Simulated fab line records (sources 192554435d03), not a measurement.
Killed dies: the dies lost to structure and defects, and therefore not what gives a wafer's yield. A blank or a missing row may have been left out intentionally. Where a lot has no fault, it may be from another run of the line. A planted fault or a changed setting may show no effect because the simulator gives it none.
Which tool was responsible? ; flow n5Finfet ; Sampling: 11 lots, 28 wafers, 5 of 1938 route steps

WHAT THE GAUGES READ, wafer by wafer
N5_DUMMY_GATE_INSPECT_17: inspects for defects (brightfield). Usual: 201 for rawDefectCount, sd 54.
lot;measured;on;rawDefectCount;flag
L294;day 3 01:35;defectInspect-01;171 273 209;
L295;day 3 05:06;defectInspect-02;153 230 172;
L297;day 3 18:26;defectInspect-01;194 168 158;
L298;day 3 23:14;defectInspect-02;387 269 406;
L303;day 5 07:47;defectInspect-02;223 192;
L306;day 6 07:26;defectInspect-02;193 163;
L309;day 6 19:15;defectInspect-01;186 160;
L310;day 7 01:23;defectInspect-01;160 178;
L315;day 8 07:01;defectInspect-02;247 172 267;
L316;day 8 10:33;defectInspect-02;282 257 161;
L317;day 8 17:07;defectInspect-02;145 184;

N5_DUMMY_GATE_INSPECT_27: inspects for defects (brightfield). Usual: 302 for rawDefectCount, sd 76.
lot;measured;on;rawDefectCount;flag
L294;day 3 02:57;defectInspect-01;260 425 315;
L295;day 3 06:40;defectInspect-01;220 325 233;
L297;day 3 19:46;defectInspect-01;290 243 240;
L298;day 4 00:30;defectInspect-01;503 411 554;
L303;day 5 08:59;defectInspect-02;334 301;
L306;day 6 08:46;defectInspect-02;286 246;
L309;day 6 20:37;defectInspect-01;283 275;
L310;day 7 02:34;defectInspect-02;263 272;
L315;day 8 08:35;defectInspect-02;380 255 443;
L316;day 8 11:46;defectInspect-02;422 395 268;
L317;day 8 18:29;defectInspect-02;233 252;

N5_BEOL_M4_RC_MEAS_101. Usual: DIBL_N 36.9 mV/V, standard deviation 2.1; DIBL_P 37.1 mV/V, standard deviation 2.5; IOFF_N 0.17 nA/um, standard deviation 0.039; IOFF_P 0.23 nA/um, standard deviation 0.043; ION_N 673 uA/um, standard deviation 15; ION_P 462 uA/um, standard deviation 9.1; SS_N 71.8 mV/dec, standard deviation 0.69; SS_P 73.6 mV/dec, standard deviation 0.74; VT_N 250 mV, standard deviation 3.6; VT_P -249.7 mV, standard deviation 2.9.
lot;measured;on;DIBL_N (mV/V);DIBL_P (mV/V);IOFF_N (nA/um);IOFF_P (nA/um);ION_N (uA/um);ION_P (uA/um);SS_N (mV/dec);SS_P (mV/dec);VT_N (mV);VT_P (mV);flag
L294;day 8 17:35;prober-01;37.9 39.5 37.5;37.0 40.3 36.5;0.18 0.22 0.16;0.19 0.23 0.17;674 687 664;447 456 444;71.8 71.9 72.2;73.2 74.3 73.8;248 247 253;-249.9 -250.1 -252.8;
L295;day 8 09:50;prober-02;35.1 36.0 34.3;37.0 36.9 35.4;0.16 0.15 0.14;0.24 0.23 0.20;691 666 674;474 459 464;71.2 71.7 71.2;74.0 73.6 73.3;251 253 249;-247.6 -248.0 -248.0;
L297;day 8 12:47;prober-01;33.5 35.6 35.8;33.0 35.0 35.6;0.12 0.15 0.14;0.17 0.19 0.19;677 665 667;465 453 452;70.8 71.1 70.7;72.1 72.9 73.2;254 249 251;-252.8 -252.3 -250.6;
L298;day 9 05:56;prober-02;35.4 34.6 37.6;35.1 34.5 37.6;0.14 0.14 0.18;0.20 0.19 0.22;662 659 683;456 451 469;71.9 72.0 72.3;74.4 73.8 74.3;255 254 251;-251.6 -250.6 -250.2;
L303;day 10 09:02;prober-01;37.9 35.8;35.2 34.8;0.16 0.14;0.21 0.21;658 682;447 467;71.8 70.4;73.8 73.4;252 250;-252.3 -249.3;
L306;day 11 02:46;prober-02;37.6 35.9;40.2 36.7;0.22 0.16;0.29 0.21;682 663;468 455;72.4 72.2;73.5 73.3;249 254;-247.1 -252.4;
L309;day 11 19:59;prober-02;39.5 37.3;38.7 38.4;0.20 0.16;0.21 0.21;673 678;460 463;72.6 71.5;74.1 73.8;250 250;-253.2 -253.3;
L310;day 12 08:41;prober-01;38.7 40.3;39.0 41.2;0.19 0.20;0.24 0.27;689 695;465 474;72.4 72.6;72.8 73.8;246 246;-249.5 -246.3;
L315;day 13 11:34;prober-01;35.2 33.2 35.0;35.2 32.6 34.3;0.16 0.13 0.17;0.24 0.19 0.21;658 666 649;459 464 453;71.6 71.5 72.1;73.2 72.3 72.9;249 252 250;-246.8 -248.8 -248.8;
L316;day 13 14:06;prober-02;37.3 33.3 37.4;35.9 32.1 37.0;0.17 0.11 0.19;0.21 0.15 0.23;681 664 700;462 455 474;72.1 70.4 71.9;73.4 72.4 73.5;248 254 245;-250.6 -254.1 -250.7;
L317;day 13 14:38;prober-01;34.0 39.7;35.0 42.6;0.15 0.27;0.20 0.35;686 712;473 485;71.6 73.2;73.2 75.6;247 242;-249.2 -245.4;

EACH LOT AND THE TOOL THAT RAN IT (in order: tool; ch and the chambers of the sampled wafers; start)
lot;N5_DUMMY_GATE_ETCH_32;N5_DUMMY_GATE_ETCH_23
L294;rieSi-06 ch 1,2, day 3 02:22;rieSi-06 ch 1,2, day 3 02:24
L295;rieSi-04 ch 0,1, day 3 05:56;rieSi-04 ch 0,1, day 3 05:58
L297;rieSi-02 ch 1,2, day 3 19:09;rieSi-02 ch 1,2, day 3 19:11
L298;rieSi-06 ch 0,2,3, day 4 00:01;rieSi-06 ch 0,2,3, day 4 00:03
L303;rieSi-06 ch 2, day 5 08:29;rieSi-06 ch 2, day 5 08:31
L306;rieSi-02 ch 0,1, day 6 08:17;rieSi-02 ch 0,1, day 6 08:20
L309;rieSi-04 ch 3, day 6 20:08;rieSi-04 ch 3, day 6 20:10
L310;rieSi-04 ch 0, day 7 02:05;rieSi-04 ch 0, day 7 02:07
L315;rieSi-02 ch 0,2,3, day 8 08:06;rieSi-02 ch 0,2,3, day 8 08:08
L316;rieSi-06 ch 1,2,3, day 8 11:16;rieSi-06 ch 1,2,3, day 8 11:18
L317;rieSi-06 ch 1, day 8 17:59;rieSi-06 ch 1, day 8 18:01
- N5_DUMMY_GATE_ETCH_32: etches SiO2 in CF4, target depth 3.5 nm, time 3.9 s.
- N5_DUMMY_GATE_ETCH_23: etches poly-Si in HBr/Cl2/O2, target depth 41 nm, time 22.3 s.

WHAT THE TOOLS THEMSELVES READ (means of the sampled wafers that have a number; where no wafer has one, the mark that the record gives instead)
N5_DUMMY_GATE_ETCH_32. Usual: drypumpMotorCurrentA 5.5 A, standard deviation 0.5; oesProductAu 0.997 a.u., standard deviation 0.021; throttleValvePct 21.7 %, standard deviation 0.34.
lot;tool;drypumpMotorCurrentA (A);oesProductAu (a.u.);throttleValvePct (%);flag
L294;rieSi-06;5.1;1.017;21.9;
L295;rieSi-04;6.3;0.986;21.6;
L297;rieSi-02;5.3;0.979;21.6;
L298;rieSi-06;5.0;1.013;21.7;
L303;rieSi-06;4.8;0.901;21.6;OFF
L306;rieSi-02;5.3;0.975;21.4;
L309;rieSi-04;5.7;0.956;21.6;
L310;rieSi-04;6.4;0.992;21.7;
L315;rieSi-02;5.4;0.981;21.7;
L316;rieSi-06;5.0;1.010;22.1;
L317;rieSi-06;5.5;0.996;22.2;

N5_DUMMY_GATE_ETCH_23. Usual: drypumpMotorCurrentA 5.5 A, standard deviation 0.5; oes_o_777_au 1.00 a.u., standard deviation 0.087; oesProductAu 1.001 a.u., standard deviation 0.017; throttleValvePct 37.1 %, standard deviation 0.47.
lot;tool;drypumpMotorCurrentA (A);oes_o_777_au (a.u.);oesProductAu (a.u.);throttleValvePct (%);flag
L294;rieSi-06;5.1;1.12;1.004;37.2;
L295;rieSi-04;6.3;0.95;0.999;37.0;
L297;rieSi-02;5.3;0.92;0.983;37.1;
L298;rieSi-06;5.1;1.02;1.015;37.1;
L303;rieSi-06;4.8;1.15;1.007;36.9;
L306;rieSi-02;5.4;0.94;0.978;36.8;
L309;rieSi-04;5.7;0.84;0.980;36.9;
L310;rieSi-04;6.4;0.94;0.992;37.4;
L315;rieSi-02;5.4;0.99;0.984;36.9;
L316;rieSi-06;5.1;1.05;1.004;37.4;
L317;rieSi-06;5.4;1.08;0.976;37.8;

THE ANSWER, worked out from the rows above alone
Rule: lot off if the mean of its wafers having a number is beyond 3 standard deviations from the usual mean. A lot without any number at a reading at which 4 lots or more have one is off too. Where the step has rows for the other lots, those lots are counted as sound. The gauges are gone through in route order, then the tools' own readings, and for those a lot's mean is taken as printed above. The first step at which some lot is off is used, and at that step the reading that is off furthest; a lot without a number counts as furthest.
Off: L303 (N5_DUMMY_GATE_ETCH_32, oesProductAu).
If a tool, at that step or one of the process steps before it, ran each lot that is off and ran no sound lot following the first of them, it fits. None of those tried fits.

WHAT HAD BEEN PUT IN BY THE SIMULATOR
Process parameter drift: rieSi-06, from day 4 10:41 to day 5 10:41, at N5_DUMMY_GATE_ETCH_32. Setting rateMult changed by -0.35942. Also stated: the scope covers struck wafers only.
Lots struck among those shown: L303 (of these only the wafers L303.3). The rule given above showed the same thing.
